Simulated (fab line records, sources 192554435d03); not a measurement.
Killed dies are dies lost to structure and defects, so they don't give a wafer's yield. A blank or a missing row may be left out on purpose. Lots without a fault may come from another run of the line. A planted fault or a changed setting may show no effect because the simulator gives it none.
fab line records | flow n5_finfet
record lots=24 wafers=72 last_day=18
route steps=1938 shown ILD0@341 HKMG_FIN@406 GATE_CUT@468
lots that met no fault: from a run of the same line without faults
start_h: hours from the record's first day to the start of the lot's first wafer shown | wait_h: hours since the lot's step before | " the same as in the row above | L1.1+2: a row that stands for several wafers | - no value, or no start given | * or withheld: withheld | < > ~ a bound
route shown NAME@n: a module of which the file shows steps, and the number in the route of the first | usual: mean/standard deviation of fault-free wafers | same: alike in all rows | chamber/n: place in a boat | sites: the reading at each site | _std_site: their standard deviation | _edge_site: outer sites' mean less inner sites' | radius_mm: how far each site lies from the wafer's centre | mask NAME#n: copy n | behind: the tool/chamber that last shaped the wafer | hold: why the lot was held/for how many hours/how that ended | device: the transistor (n, p or np) that didn't switch | end of line: the same wafers' tests at the end of the route | a step without rows: its recipe alone | killed: dies lost to structure and defects at the first sort, not the wafer's yield | map: a wafer's dies, x killed, . not, _ none there
set.NAME: the setting as run; set.NAME@STEP: as run at that earlier step | model.NAME: the simulator's own value behind a step, which no gauge read
steps of the route over a sample of lots; a table a step, a row a wafer
services: from which hour (start_h, from the record's first day; less than 0 if before it) a tool's chamber was out of use, for how many hours, and why
## steps
# step N5_ILD0_THK_MEAS_08
# usual thk_nm=138.7/1.1
# columns lot.wafer tool chamber start_h wait_h thk_nm
L074.2 film_metro-01 - 62.08 - 139.8
L074.3 " - " " 138.7
L074.4 " - " " 139.5
L075.2 film_metro-02 - 68.19 - 139.2
L075.4 " - " " 138.9
L075.5 " - " " 137.5
L076.1 film_metro-01 - 75.52 - 136.7
L076.3 " - " " 137.6
L076.4 " - " " 136.5
L077.1 film_metro-01 - 79.38 - 136.0
L077.4 " - " " 138.2
L077.6 " - " " 136.7
L078.1 film_metro-01 - 85.53 - 138.6
L078.3 " - " " 139.8
L078.6 " - " " 138.7
L079.1 film_metro-01 - 91.74 - 139.2
L079.3 " - " " 140.2
L079.5 " - " " 138.7
L080.1 film_metro-01 - 98.09 - 139.2
L080.2 " - " " 140.2
L080.4 " - " " 139.7
L081.1 film_metro-02 - 108.39 - 139.2
L081.2 " - " " 138.3
L081.3 " - " " 138.1
L082.1 film_metro-01 - 114.49 - 136.5
L082.2 " - " " 138.2
L082.6 " - " " 137.5
L083.1 film_metro-01 - 121.17 - 140.4
L083.2 " - " " 139.0
L083.4 " - " " 137.6
L084.1 film_metro-01 - 122.70 - 139.8
L084.3 " - " " 137.8
L084.6 " - " " 140.2
L085.2 film_metro-02 - 131.27 - 137.7
L085.3 " - " " 138.2
L085.6 " - " " 139.9
L086.2 film_metro-01 - 139.97 - 138.6
L086.3 " - " " 140.4
L086.4 " - " " 138.4
L087.2 film_metro-02 - 142.32 - 140.1
L087.4 " - " " 139.9
L087.6 " - " " 138.9
L088.1 film_metro-01 - 146.35 - 137.3
L088.2 " - " " 136.7
L088.5 " - " " 140.4
L089.1 film_metro-02 - 153.80 - 137.8
L089.5 " - " " 139.7
L089.6 " - " " 137.8
L090.1 film_metro-01 - 157.48 - 139.2
L090.3 " - " " 137.2
L090.5 " - " " 138.0
L091.2 film_metro-02 - 165.91 - 140.1
L091.3 " - " " 137.9
L091.4 " - " " 138.4
L092.1 film_metro-02 - 169.78 - 138.6
L092.2 " - " " 138.9
L092.5 " - " " 139.0
L093.2 film_metro-01 - 176.19 - 138.1
L093.4 " - " " 136.9
L093.6 " - " " 136.5
L094.2 film_metro-01 - 184.22 - 139.6
L094.5 " - " " 139.5
L094.6 " - " " 138.3
L095.1 film_metro-02 - 187.52 - 138.6
L095.3 " - " " 137.2
L095.4 " - " " 138.2
L096.1 film_metro-01 - 194.58 - 138.6
L096.2 " - " " 139.3
L096.3 " - " " 139.7
L097.1 film_metro-01 - 199.67 - 138.2
L097.4 " - " " 137.1
L097.5 " - " " 136.9
# step N5_ILD0_CMP_12
# recipe stop_on=poly-Si material=SiNx t_overpolish_s=6 post_cmp_clean=alkaline_brush down_force_psi=2.5 platen_rpm=51.8 pad_velocity_m_s=1.0307 target_thk_nm=17.67
# usual motor_current_A=9.0/0.74 overpolish_run_s=5.999/0.0087 slurry_filter_dp_kPa=13.52/0.15 slurry_flow_ml_min=150.0/0.43 time_to_endpoint_s=28.9/2.6
# columns lot.wafer tool chamber start_h wait_h motor_current_A overpolish_run_s slurry_filter_dp_kPa slurry_flow_ml_min time_to_endpoint_s
L074.3 cmp-04 0 65.31 1.4 9.3 6.010 13.46 150.0 28.9
L074.4 " 1 " " 10.4 5.987 13.24 151.0 31.9
L074.2 " 2 " " 8.5 5.993 13.52 149.9 26.9
L075.4 cmp-04 3 71.15 1.2 8.4 6.001 13.59 150.1 28.3
L075.2 " 0 " " 9.1 6.003 13.53 150.2 26.3
L075.5 " 3 " " 8.3 6.012 13.69 150.2 27.2
L076.3 cmp-01 0 78.44 1.1 7.9 6.001 13.51 149.9 22.9
L076.1 " 1 " " 8.6 5.999 13.47 149.9 27.5
L076.4 " 3 " " 9.2 5.995 13.40 150.3 27.4
L077.1 cmp-03 2 83.48 1.2 9.8 5.997 13.30 150.0 33.7
L077.4 " 3 " " 9.2 6.000 13.17 150.2 32.2
L077.6 " 2 " " 10.0 5.998 13.53 149.8 31.7
L078.1 cmp-04 3 88.45 1.1 8.7 6.011 13.31 149.5 28.0
L078.3 " 1 " " 10.0 6.003 13.34 149.0 31.0
L078.6 " 3 " " 8.3 5.991 13.59 150.6 27.1
L079.3 cmp-03 3 95.21 1.2 9.2 5.990 13.45 150.3 27.6
L079.1 " 0 " " 8.2 5.999 13.63 150.0 28.6
L079.5 " 2 " " 9.3 6.014 13.27 150.5 29.7
L080.2 cmp-03 1 101.02 1.1 10.5 6.003 13.28 150.4 27.7
L080.4 " 3 " " 9.0 6.000 13.50 150.0 32.9
L080.1 " 0 " " 8.1 5.985 13.63 150.7 31.5
L081.3 cmp-01 0 111.35 1.2 8.3 5.998 13.68 149.1 28.6
L081.1 " 1 " " 8.3 5.994 13.74 150.5 27.3
L081.2 " 2 " " 8.0 5.999 13.48 150.0 29.9
L082.2 cmp-01 2 117.46 1.2 8.3 6.005 13.54 150.5 32.2
L082.1 " 0 " " 8.1 6.000 13.61 150.0 29.7
L082.6 " 1 " " 8.4 6.014 13.68 150.2 27.1
L083.2 cmp-03 3 124.13 1.2 8.9 5.991 13.67 149.4 31.5
L083.4 " 0 " " 8.1 6.009 13.69 149.6 33.3
L083.1 " 1 " " 9.8 6.006 13.32 149.0 28.5
L084.3 cmp-04 3 125.69 1.2 8.6 6.004 13.62 149.2 29.0
L084.1 " 0 " " 8.7 6.006 13.52 150.3 29.8
L084.6 " 1 " " 10.3 6.001 13.32 150.0 32.3
L085.3 cmp-04 0 134.41 1.1 9.0 5.995 13.67 150.4 29.1
L085.2 " 1 " " 9.7 5.992 13.64 150.4 30.2
L085.6 " 1 " " 9.7 5.994 13.63 150.6 33.6
L086.2 cmp-04 1 142.93 1.2 10.4 6.002 13.71 149.4 32.7
L086.3 " 2 " " 8.9 5.993 13.85 150.0 27.2
L086.4 " 3 " " 8.3 5.996 13.69 149.6 27.6
L087.2 cmp-03 3 145.81 1.2 9.1 6.002 13.43 150.1 28.2
L087.4 " 0 " " 7.7 6.012 13.41 149.8 27.0
L087.6 " 1 " " 10.1 6.008 13.50 148.8 25.0
L088.2 cmp-04 3 149.50 1.1 8.5 5.997 13.32 150.0 31.7
L088.1 " 1 " " 9.8 5.996 13.46 149.4 35.4
L088.5 " 0 " " 8.8 6.013 13.59 150.5 30.7
L089.1 cmp-01 0 156.72 1.1 8.1 5.991 13.42 149.2 30.2
L089.6 " 0 " " 8.2 5.990 13.34 150.4 26.4
L089.5 " 1 " " 8.4 6.006 13.37 149.4 29.6
L090.3 cmp-04 1 160.43 1.2 9.5 5.992 13.44 150.1 31.5
L090.1 " 2 " " 8.8 5.998 13.61 150.0 25.6
L090.5 " 1 " " 10.4 6.003 13.49 150.2 30.2
L091.2 cmp-04 3 168.83 1.1 8.4 6.000 13.60 150.3 27.6
L091.3 " 0 " " 9.2 6.001 13.36 150.0 29.4
L091.4 " 2 " " 8.4 5.978 13.82 150.5 24.3
L092.2 cmp-03 2 172.73 1.2 9.4 6.004 13.48 149.9 29.2
L092.1 " 3 " " 9.1 5.985 13.69 150.1 30.2
L092.5 " 1 " " 10.0 6.012 13.53 149.9 26.2
L093.4 cmp-04 3 179.45 0.1 8.9 6.003 13.60 149.6 26.9
L093.2 " 0 " " 8.5 6.000 13.31 150.3 27.6
L093.6 " 2 " " 8.3 5.993 13.75 150.2 26.1
L094.2 cmp-04 3 187.21 1.2 8.0 6.015 13.40 150.3 25.4
L094.5 " 1 " " 10.2 6.000 13.60 149.6 30.4
L094.6 " 2 " " 8.6 5.998 13.69 150.2 25.2
L095.1 cmp-04 1 190.59 1.2 10.3 6.007 13.46 149.8 31.3
L095.3 " 2 " " 8.2 5.992 13.39 150.3 27.2
L095.4 " 3 " " 8.2 6.006 13.48 149.6 25.5
L096.2 cmp-04 3 198.02 1.2 8.0 6.010 13.60 149.2 28.4
L096.3 " 0 " " 8.6 6.002 13.60 150.2 26.9
L096.1 " 1 " " 9.9 5.999 13.60 149.9 29.6
L097.1 cmp-04 2 202.59 1.1 8.4 6.001 13.42 150.1 26.5
L097.4 " 3 " " 8.3 6.000 13.31 150.2 27.1
L097.5 " 3 " " 8.6 6.000 13.11 150.4 25.2
# step N5_HKMG_FIN_ETCH_58
# recipe chemistry=N2/H2 target=SOC target_depth_a=2158 ion_energy_ev=50 bias_w=13 time_s=741 pressure_mtorr=30 source_w=875 n2_flow_sccm=200 h2_flow_sccm=200
# usual drypump_motor_current_A=5.6/0.45 oes_product_au=0.77/0.061 rf_vpp_V=99.3/1 showerhead_plenum_p_Torr=2.57/0.068 throttle_valve_pct=17.70/0.18
# columns lot.wafer tool chamber start_h wait_h drypump_motor_current_A oes_product_au rf_hours_counter_h rf_vpp_V showerhead_plenum_p_Torr throttle_valve_pct
L074.2 rie_diel-04 1 72.78 0.0 6.0 0.93 7 99.8 2.61 17.80
L074.3 " 3 " " 5.9 0.75 170 98.7 2.63 17.65
L074.4 " 2 " " 6.1 0.73 201 99.5 2.52 17.54
L075.2 rie_diel-01 0 78.30 0.0 5.8 0.77 125 99.0 2.55 17.59
L075.4 " 2 " " 4.8 0.76 143 97.2 2.45 17.91
L075.5 " 2 " " 4.8 0.76 - 99.3 2.45 17.93
L076.1 rie_diel-03 1 85.58 0.0 5.4 0.79 109 100.8 2.57 17.55
L076.3 " 0 " " 5.3 0.84 73 99.1 2.67 17.38
L076.4 " 3 " " 5.9 0.68 217 99.4 2.62 17.81
L077.1 rie_diel-01 2 90.84 0.0 4.8 0.74 147 98.6 2.45 17.92
L077.4 " 0 " " 5.8 0.77 129 98.1 2.54 17.59
L077.6 " 0 " " 5.9 0.77 - 98.3 2.54 17.59
L078.1 rie_diel-03 1 95.84 0.0 5.4 0.79 112 99.7 2.57 17.56
L078.3 " 2 " " 5.2 0.79 139 99.3 2.53 17.51
L078.6 " 1 " " 5.4 0.78 - 100.0 2.57 17.58
L079.1 rie_diel-01 1 103.99 0.0 5.0 0.74 208 99.8 2.64 17.80
L079.3 " 0 " " 5.8 0.77 134 100.3 2.54 17.62
L079.5 " 1 " " 5.0 0.73 - 100.9 2.64 17.81
L080.1 rie_diel-04 3 107.91 0.0 5.9 0.74 182 99.8 2.62 17.68
L080.2 " 1 " " 6.0 0.89 19 99.3 2.61 17.81
L080.4 " 0 " " 6.1 0.76 144 98.3 2.54 17.96
L081.1 rie_diel-04 3 118.99 0.0 5.9 0.74 184 98.8 2.62 17.67
L081.2 " 0 " " 6.1 0.76 150 99.9 2.54 17.98
L081.3 " 1 " " 6.0 0.89 24 99.7 2.60 17.83
L082.1 rie_diel-01 1 124.09 0.0 5.1 0.72 216 98.6 2.63 17.83
L082.2 " 2 " " 4.8 0.74 159 99.3 2.44 17.93
L082.6 " 1 " " 5.1 0.73 - 100.1 2.63 17.80
L083.1 rie_diel-01 1 131.31 0.0 5.1 0.73 219 99.6 2.63 17.82
L083.2 " 3 " " 6.1 0.88 26 99.5 2.69 17.43
L083.4 " 0 " " 5.8 0.77 141 100.8 2.54 17.63
L084.1 rie_diel-01 3 133.28 0.0 6.2 0.88 27 101.6 2.69 17.44
L084.3 " 1 " " 5.1 0.72 220 99.4 2.63 17.81
L084.6 " 3 " " 6.2 0.88 - 100.3 2.69 17.43
L085.2 rie_diel-01 3 141.78 0.0 6.1 0.87 30 99.9 2.69 17.45
L085.3 " 2 " " 4.8 0.73 164 98.6 2.44 17.94
L085.6 " 1 " " 5.1 0.73 - 98.9 2.63 17.82
L086.2 rie_diel-01 0 149.63 0.0 5.8 0.76 149 99.5 2.54 17.65
L086.3 " 3 " " 6.2 0.87 33 100.4 2.69 17.43
L086.4 " 1 " " 5.1 0.72 227 97.3 2.63 17.84
L087.2 rie_diel-04 2 152.47 0.0 6.1 0.70 231 98.4 2.51 17.58
L087.4 " 1 " " 6.0 0.87 34 99.3 2.60 17.86
L087.6 " 0 " " 6.1 0.74 - 99.9 2.53 18.01
L088.1 rie_diel-03 3 156.73 0.0 5.9 0.67 241 99.1 2.61 17.86
L088.2 " 1 " " 5.4 0.76 132 100.4 2.56 17.61
L088.5 " 2 " " 5.2 0.78 - 100.2 2.52 17.53
L089.1 rie_diel-03 3 163.51 0.0 5.9 0.67 245 99.0 2.61 17.84
L089.5 " 2 " " 5.2 0.78 - 101.0 2.52 17.53
L089.6 " 3 " " 5.9 0.67 - 99.9 2.61 17.86
L090.1 rie_diel-03 0 167.22 0.0 5.3 0.81 100 100.6 2.66 17.41
L090.3 " 3 " " 5.9 0.68 246 98.3 2.61 17.86
L090.5 " 1 " " 5.4 0.76 - 100.2 2.56 17.61
L091.2 rie_diel-04 2 175.28 0.0 6.1 0.70 239 99.4 2.50 17.59
L091.3 " 1 " " 6.0 0.86 41 98.1 2.60 17.86
L091.4 " 0 " " 6.0 0.74 170 99.9 2.53 18.02
L092.1 rie_diel-04 0 179.80 0.0 6.1 0.74 172 99.5 2.53 18.02
L092.2 " 2 " " 6.1 0.70 240 97.7 2.50 17.62
L092.5 " 3 " " 5.9 0.72 - 98.3 2.61 17.72
L093.2 rie_diel-03 1 187.37 0.0 5.4 0.76 143 99.5 2.56 17.61
L093.4 " 0 " " 5.3 0.81 - 99.5 2.66 17.44
L093.6 " 1 " " 5.4 0.76 - 100.0 2.56 17.62
L094.2 rie_diel-03 2 194.09 0.0 5.2 0.77 173 99.0 2.52 17.57
L094.5 " 2 " " 5.2 0.77 - 99.6 2.52 17.56
L094.6 " 1 " " 5.4 0.75 - 98.2 2.55 17.64
L095.1 rie_diel-04 2 198.73 0.0 6.1 0.69 246 99.5 2.50 17.63
L095.3 " 0 " " 6.1 0.74 177 99.1 2.53 18.04
L095.4 " 3 " " 5.9 0.72 214 100.0 2.61 17.73
L096.1 rie_diel-04 2 204.93 0.0 6.1 0.69 248 96.9 2.50 17.63
L096.2 " 0 " " 6.1 0.74 179 98.5 2.53 18.03
L096.3 " 3 " " 5.9 0.71 216 97.4 2.61 17.72
L097.1 rie_diel-04 3 209.80 0.0 5.9 0.71 218 100.4 2.61 17.73
L097.4 " 1 " " 6.0 0.83 50 98.3 2.59 17.86
L097.5 " 3 " " 5.9 0.72 - 100.5 2.61 17.74
# step N5_HKMG_FIN_ETCH_86
# recipe chemistry=N2/H2 target=SOC target_depth_a=3932 stop_on=TiN ion_energy_ev=100 bias_w=61 pressure_mtorr=30 source_w=850 n2_flow_sccm=200 h2_flow_sccm=200
# usual drypump_motor_current_A=5.7/0.43 oes_product_au=0.76/0.059 rf_vpp_V=241.1/1.1 showerhead_plenum_p_Torr=2.57/0.064 throttle_valve_pct=17.75/0.19
# columns lot.wafer tool chamber start_h wait_h drypump_motor_current_A oes_product_au rf_hours_counter_h rf_vpp_V showerhead_plenum_p_Torr throttle_valve_pct
L074.2 rie_diel-04 1 77.08 - 6.0 0.92 8 242.9 2.61 17.80
L074.3 " 3 " " 5.9 0.74 171 241.2 2.63 17.70
L074.4 " 0 " " 6.1 0.78 133 242.2 2.55 17.98
L075.2 rie_diel-04 0 82.69 - 6.1 0.77 135 240.3 2.54 17.98
L075.4 " 2 " " 6.1 0.71 203 240.9 2.52 17.56
L075.5 " 1 " " 6.0 0.91 - 240.9 2.61 17.83
L076.1 rie_diel-03 2 90.03 - 5.2 0.79 137 241.5 2.53 17.51
L076.3 " 1 " " 5.4 0.78 110 240.5 2.57 17.58
L076.4 " 0 " " 5.3 0.83 74 241.4 2.67 17.39
L077.1 rie_diel-04 1 95.25 - 6.0 0.89 14 239.7 2.61 17.83
L077.4 " 2 " " 6.1 0.71 209 239.1 2.52 17.57
L077.6 " 0 " " 6.0 0.77 - 241.3 2.54 17.99
L078.1 rie_diel-04 3 100.59 - 5.9 0.74 180 241.9 2.62 17.70
L078.3 " 2 " " 6.1 0.71 210 240.4 2.52 17.58
L078.6 " 3 " " 5.9 0.74 - 240.8 2.62 17.67
L079.1 rie_diel-04 1 108.48 - 6.0 0.89 19 238.9 2.61 17.84
L079.3 " 3 " " 5.9 0.73 183 242.6 2.62 17.70
L079.5 " 2 " " 6.1 0.71 - 240.3 2.51 17.58
L080.1 rie_diel-03 0 112.56 - 5.3 0.82 82 243.5 2.67 17.41
L080.2 " 3 " " 5.9 0.68 227 241.7 2.62 17.85
L080.4 " 1 " " 5.4 0.79 117 241.4 2.57 17.61
L081.1 rie_diel-03 2 123.37 - 5.2 0.77 148 240.7 2.53 17.53
L081.2 " 0 " " 5.3 0.81 86 241.3 2.67 17.41
L081.3 " 1 " " 5.4 0.78 121 240.6 2.56 17.61
L082.1 rie_diel-04 1 128.61 - 6.0 0.87 27 240.6 2.60 17.86
L082.2 " 2 " " 6.1 0.70 223 239.0 2.51 17.60
L082.6 " 3 " " 6.0 0.73 - 242.0 2.62 17.71
L083.1 rie_diel-01 2 137.21 - 4.8 0.72 162 239.5 2.44 17.97
L083.2 " 1 " " 5.0 0.70 222 242.4 2.63 17.83
L083.4 " 3 " " 6.2 0.86 29 242.8 2.69 17.45
L084.1 rie_diel-03 1 137.67 - 5.4 0.78 125 240.7 2.56 17.62
L084.3 " 3 " " 5.9 0.67 236 239.7 2.62 17.88
L084.6 " 1 " " 5.4 0.77 - 241.2 2.56 17.61
L085.2 rie_diel-03 3 146.25 - 5.9 0.67 239 242.2 2.61 17.86
L085.3 " 2 " " 5.2 0.77 156 241.5 2.53 17.53
L085.6 " 1 " " 5.4 0.77 - 241.5 2.56 17.62
L086.2 rie_diel-04 3 154.29 - 5.9 0.73 198 241.8 2.62 17.73
L086.3 " 0 " " 6.1 0.75 162 239.4 2.53 18.03
L086.4 " 1 " " 6.0 0.86 35 240.3 2.60 17.87
L087.2 rie_diel-01 1 156.93 - 5.1 0.69 231 242.7 2.63 17.86
L087.4 " 3 " " 6.2 0.85 36 242.9 2.69 17.47
L087.6 " 1 " " 5.1 0.70 - 242.4 2.63 17.87
L088.1 rie_diel-04 0 161.12 - 6.1 0.75 165 241.8 2.53 18.04
L088.2 " 3 " " 5.9 0.72 201 241.7 2.62 17.73
L088.5 " 1 " " 6.0 0.85 - 241.1 2.60 17.87
L089.1 rie_diel-04 1 167.90 - 6.0 0.84 38 241.3 2.60 17.88
L089.5 " 3 " " 5.9 0.71 - 242.8 2.61 17.76
L089.6 " 0 " " 6.1 0.75 - 239.3 2.53 18.03
L090.1 rie_diel-03 3 171.99 - 5.9 0.66 248 242.5 2.61 17.87
L090.3 " 1 " " 5.4 0.76 138 241.1 2.56 17.64
L090.5 " 3 " " 5.9 0.67 - 241.3 2.61 17.90
L091.2 rie_diel-01 1 179.56 - 5.0 0.69 239 242.1 2.62 17.87
L091.3 " 0 " " 5.8 0.74 160 240.1 2.53 17.68
L091.4 " 3 " " 6.2 0.84 43 241.4 2.68 17.49
L092.1 rie_diel-01 3 184.07 - 6.2 0.84 45 241.2 2.68 17.47
L092.2 " 0 " " 5.9 0.75 162 240.7 2.53 17.68
L092.5 " 3 " " 6.2 0.83 - 242.9 2.68 17.49
L093.2 rie_diel-01 3 191.73 - 6.1 0.83 46 242.6 2.68 17.50
L093.4 " 0 " " 5.8 0.75 164 239.5 2.53 17.69
L093.6 " 1 " " 5.1 0.69 - 241.6 2.62 17.88
L094.2 rie_diel-01 2 198.49 - 4.8 0.71 184 239.4 2.43 18.01
L094.5 " 2 " " 4.9 0.71 - 238.7 2.43 18.01
L094.6 " 1 " " 5.1 0.68 - 241.6 2.62 17.89
L095.1 rie_diel-04 0 203.15 - 6.1 0.74 178 240.8 2.53 18.05
L095.3 " 1 " " 6.0 0.83 48 241.2 2.59 17.88
L095.4 " 3 " " 5.9 0.71 215 241.6 2.61 17.76
L096.1 rie_diel-04 0 209.32 - 6.1 0.74 181 240.6 2.53 18.06
L096.2 " 2 " " 6.1 0.68 250 241.4 2.50 17.64
L096.3 " 3 " " 5.9 0.71 218 243.4 2.61 17.76
L097.1 rie_diel-01 0 214.09 - 5.8 0.74 174 241.8 2.53 17.71
L097.4 " 3 " " 6.2 0.82 50 242.3 2.68 17.47
L097.5 " 3 " " 6.2 0.83 - 242.2 2.68 17.51
# step N5_HKMG_FIN_STRIP_88
# recipe chemistry=N2/H2 power_w=2500 temp_c=300 h2_frac=0.65 time_s=360 pressure_mtorr=withheld n2_flow_sccm=1750 h2_flow_sccm=3250
# usual drypump_motor_current_A=5.9/0.68 heater_power_w=486/29
# columns lot.wafer tool chamber start_h wait_h drypump_motor_current_A heater_power_w rf_hours_counter_h
L074.2 plasma_asher-02 1 77.33 0.0 5.7 527 35
L074.3 " 1 " " 5.7 520 -
L074.4 " 0 " " 6.8 473 -
L075.2 plasma_asher-01 1 82.94 0.0 4.9 455 85
L075.4 " 1 " " 4.9 478 -
L075.5 " 0 " " 6.1 466 -
L076.1 plasma_asher-01 1 90.28 0.0 4.9 466 86
L076.3 " 1 " " 4.9 473 -
L076.4 " 0 " " 6.1 482 -
L077.1 plasma_asher-01 1 95.51 0.0 4.9 476 87
L077.4 " 0 " " 6.1 458 -
L077.6 " 0 " " 6.1 461 -
L078.1 plasma_asher-01 1 100.85 0.0 4.9 473 88
L078.3 " 1 " " 4.9 476 -
L078.6 " 0 " " 6.1 459 -
L079.1 plasma_asher-01 1 108.73 0.0 4.9 464 90
L079.3 " 1 " " 4.9 473 -
L079.5 " 0 " " 6.1 467 -
L080.1 plasma_asher-02 1 112.82 0.0 5.7 527 43
L080.2 " 0 " " 6.8 463 43
L080.4 " 1 " " 5.7 530 -
L081.1 plasma_asher-01 1 123.62 0.0 4.8 477 93
L081.2 " 0 " " 6.1 466 93
L081.3 " 1 " " 4.8 465 -
L082.1 plasma_asher-01 1 128.86 0.0 4.9 476 94
L082.2 " 0 " " 6.1 466 94
L082.6 " 1 " " 4.9 482 -
L083.1 plasma_asher-02 0 137.46 0.0 6.8 463 46
L083.2 " 1 " " 5.7 531 46
L083.4 " 0 " " 6.8 467 -
L084.1 plasma_asher-01 0 137.92 0.0 6.1 471 96
L084.3 " 1 " " 4.9 470 -
L084.6 " 1 " " 4.9 460 -
L085.2 plasma_asher-02 1 146.51 0.0 5.7 523 48
L085.3 " 1 " " 5.7 527 -
L085.6 " 1 " " 5.7 520 -
L086.2 plasma_asher-02 0 154.54 0.0 6.8 470 50
L086.3 " 1 " " 5.7 528 -
L086.4 " 0 " " 6.8 471 -
L087.2 plasma_asher-02 0 157.18 0.0 6.8 459 51
L087.4 " 1 " " 5.7 524 -
L087.6 " 1 " " 5.7 535 -
L088.1 plasma_asher-02 0 161.37 0.0 6.8 461 52
L088.2 " 1 " " 5.7 533 52
L088.5 " 0 " " 6.8 466 -
L089.1 plasma_asher-02 1 168.15 0.0 5.7 532 53
L089.5 " 1 " " 5.7 522 -
L089.6 " 0 " " 6.8 468 -
L090.1 plasma_asher-02 0 172.24 0.0 6.8 452 55
L090.3 " 0 " " 6.8 470 -
L090.5 " 1 " " 5.7 528 -
L091.2 plasma_asher-02 0 179.81 0.0 6.8 466 56
L091.3 " 0 " " 6.8 475 -
L091.4 " 1 " " 5.7 533 -
L092.1 plasma_asher-02 1 184.32 0.0 5.7 525 57
L092.2 " 0 " " 6.7 472 57
L092.5 " 1 " " 5.7 533 -
L093.2 plasma_asher-02 0 191.98 0.0 6.8 477 59
L093.4 " 0 " " 6.8 456 -
L093.6 " 1 " " 5.7 527 -
L094.2 plasma_asher-02 0 198.74 0.0 6.8 464 60
L094.5 " 1 " " 5.7 530 -
L094.6 " 0 " " 6.8 474 -
L095.1 plasma_asher-02 1 203.40 0.0 5.7 537 62
L095.3 " 0 " " 6.8 463 -
L095.4 " 1 " " 5.7 537 -
L096.1 plasma_asher-01 0 209.57 0.0 6.1 469 109
L096.2 " 1 " " 4.9 471 109
L096.3 " 1 " " 4.9 468 -
L097.1 plasma_asher-02 0 214.36 0.0 6.8 461 63
L097.4 " 1 " " 5.7 518 -
L097.5 " 0 " " 6.8 459 -
# step N5_GATE_CUT_VAPOR_ETCH_60
# recipe chemistry=BCl3/Cl2 target=HfO2 mode=isotropic
# usual drypump_motor_current_A=5.6/0.47 oes_product_au=0.86/0.13
# columns lot.wafer tool chamber start_h wait_h drypump_motor_current_A oes_product_au
L074.2 rie_metal-03 1 80.80 0.1 4.9 0.58
L074.3 " 1 " " 5.0 0.58
L074.4 " 1 " " 5.0 0.58
L075.2 rie_metal-03 1 86.44 0.1 5.0 0.58
L075.4 " 1 " " 4.9 0.57
L075.5 " 1 " " 4.9 0.57
L076.1 rie_metal-01 1 93.42 0.0 6.0 0.81
L076.3 " 1 " " 6.0 0.80
L076.4 " 0 " " 5.3 0.56
L077.1 rie_metal-02 0 98.93 0.1 6.1 0.98
L077.4 " 0 " " 6.1 0.97
L077.6 " 0 " " 6.0 0.97
L078.1 rie_metal-03 1 103.94 0.0 4.9 0.57
L078.3 " 1 " " 4.9 0.57
L078.6 " 1 " " 4.9 0.57
L079.1 rie_metal-01 1 112.13 0.0 6.1 0.80
L079.3 " 0 " " 5.3 0.57
L079.5 " 0 " " 5.3 0.57
L080.1 rie_metal-02 1 115.91 0.0 6.2 0.99
L080.2 " 0 " " 6.1 0.95
L080.4 " 1 " " 6.2 0.99
L081.1 rie_metal-03 0 127.13 0.1 5.5 0.95
L081.2 " 0 " " 5.4 0.96
L081.3 " 0 " " 5.5 0.96
L082.1 rie_metal-03 0 132.34 0.1 5.5 0.94
L082.2 " 0 " " 5.5 0.94
L082.6 " 0 " " 5.4 0.94
L083.1 rie_metal-02 0 140.68 0.0 6.1 0.92
L083.2 " 1 " " 6.2 0.94
L083.4 " 0 " " 6.1 0.91
L084.1 rie_metal-03 0 141.36 0.1 5.4 0.95
L084.3 " 0 " " 5.5 0.95
L084.6 " 0 " " 5.4 0.95
L085.2 rie_metal-01 0 149.60 0.0 5.3 0.97
L085.3 " 1 " " 6.1 0.77
L085.6 " 0 " " 5.3 0.98
L086.2 rie_metal-03 1 157.63 0.0 4.9 0.96
L086.3 " 0 " " 5.4 0.92
L086.4 " 1 " " 5.0 0.97
L087.2 rie_metal-02 1 160.26 0.0 6.2 0.92
L087.4 " 1 " " 6.2 0.91
L087.6 " 1 " " 6.2 0.92
L088.1 rie_metal-02 1 164.49 0.0 6.2 0.92
L088.2 " 0 " " 6.1 0.90
L088.5 " 0 " " 6.1 0.91
L089.1 rie_metal-01 1 171.25 0.0 6.1 0.78
L089.5 " 1 " " 6.0 0.78
L089.6 " 0 " " 5.3 0.95
L090.1 rie_metal-02 0 175.33 0.0 6.0 0.90
L090.3 " 1 " " 6.2 0.91
L090.5 " 1 " " 6.2 0.91
L091.2 rie_metal-03 1 183.15 0.0 4.9 0.93
L091.3 " 0 " " 5.5 0.90
L091.4 " 1 " " 4.9 0.93
L092.1 rie_metal-03 1 190.24 0.0 4.9 0.93
L092.2 " 0 " " 5.5 0.90
L092.5 " 0 " " 5.5 0.90
L093.2 rie_metal-03 1 195.19 0.0 4.9 0.93
L093.4 " 0 " " 5.5 0.90
L093.6 " 1 " " 4.9 0.92
L094.2 rie_metal-02 0 201.83 0.0 6.1 0.88
L094.5 " 0 " " 6.0 0.88
L094.6 " 1 " " 6.2 0.89
L095.1 rie_metal-02 1 206.53 0.0 6.2 0.88
L095.3 " 0 " " 6.1 0.86
L095.4 " 1 " " 6.2 0.90
L096.1 rie_metal-03 0 212.65 0.0 5.5 0.88
L096.2 " 1 " " 4.9 0.92
L096.3 " 1 " " 4.9 0.92
L097.1 rie_metal-02 0 217.58 0.0 6.1 0.88
L097.4 " 1 " " 6.2 0.89
L097.5 " 1 " " 6.2 0.88
## services
# columns tool chamber start_h hours kind
rie_diel-01 3 43.78 - clean
rie_diel-01 3 43.78 - consumable_replace:focus_ring
cmp-03 - 49.92 2.8 repair
rie_diel-01 0 51.63 3.6 repair
cmp-01 - 59.72 8.0 pm
cmp-03 - 62.01 4.0 pm
cmp-04 - 82.49 5.3 pm
cmp-04 - 88.90 2.5 repair
rie_diel-01 0 112.49 8.4 repair
cmp-01 - 122.54 4.0 pm
cmp-03 - 134.93 0.7 repair
plasma_asher-01 - 145.89 2.8 pm
rie_diel-03 - 150.21 4.3 pm
rie_diel-04 1 161.52 5.3 repair
rie_metal-03 - 186.42 2.8 pm
rie_metal-01 - 189.92 0.2 repair
rie_diel-01 3 191.98 14.3 repair
cmp-04 - 206.72 4.0 pm
rie_diel-04 2 210.28 - clean
rie_diel-04 2 210.28 - consumable_replace:focus_ring
rie_diel-04 2 210.28 22.0 scheduled_down
rie_diel-04 2 210.28 22.0 vent_cycle
cmp-04 - 211.32 2.4 repair
rie_diel-03 - 211.67 1.7 repair
## key
fault none
